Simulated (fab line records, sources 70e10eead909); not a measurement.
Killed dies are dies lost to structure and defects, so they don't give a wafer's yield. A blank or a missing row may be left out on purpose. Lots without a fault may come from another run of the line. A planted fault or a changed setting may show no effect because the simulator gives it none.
Chamber matching | flow nand_harc | NHARC_A_BONDPAD_ETCH_34 on rie_diel-03: 4 sister chambers
The step etches the open film in N2/H2, target depth 60 nm, overetch 18 nm, time 65.91 s. 4 wafers are shown with their chamber, then 9 later ones without.

WAFERS WITH THEIR CHAMBER
wafer  | chamber | drypump_motor_current_A (A)
L382.6 | 3       | 5.8
L387.2 | 1       | 6.0
L387.3 | 0       | 4.7
L387.6 | 2       | 6.2

WAFERS WITHOUT THEIR CHAMBER
wafer  | drypump_motor_current_A (A)
L390.3 | 4.7
L390.5 | 6.0
L390.6 | 4.7
L389.1 | 6.2
L389.3 | 5.7
L389.5 | 4.7
L399.1 | 4.7
L399.5 | 6.0
L399.6 | 4.7

WHICH CHAMBER EACH WENT THROUGH
wafer  | from the rows above | in truth
L390.3 | 0                   | 0
L390.5 | 1                   | 1
L390.6 | 0                   | 0
L389.1 | 2                   | 2
L389.3 | 3                   | 3
L389.5 | 0                   | 0
L399.1 | 0                   | 0
L399.5 | 1                   | 1
L399.6 | 0                   | 0
Placed correctly: 9 of 9. Can't be placed from these rows: 0. Placed wrongly: 0.
How it was worked out, from the rows above alone: a wafer's distance from a chamber is the root of the sum, over the readings, of the square of ((its reading less the chamber's mean) divided by the reading's scatter). The wafer belongs to the nearest chamber; if the next one is less than 2 further off, it can't be placed. A chamber's mean is the mean of its shown wafers. The scatter: with one shown wafer a chamber, the root of the mean of the squares of how far each hidden wafer lies from its nearest shown one.
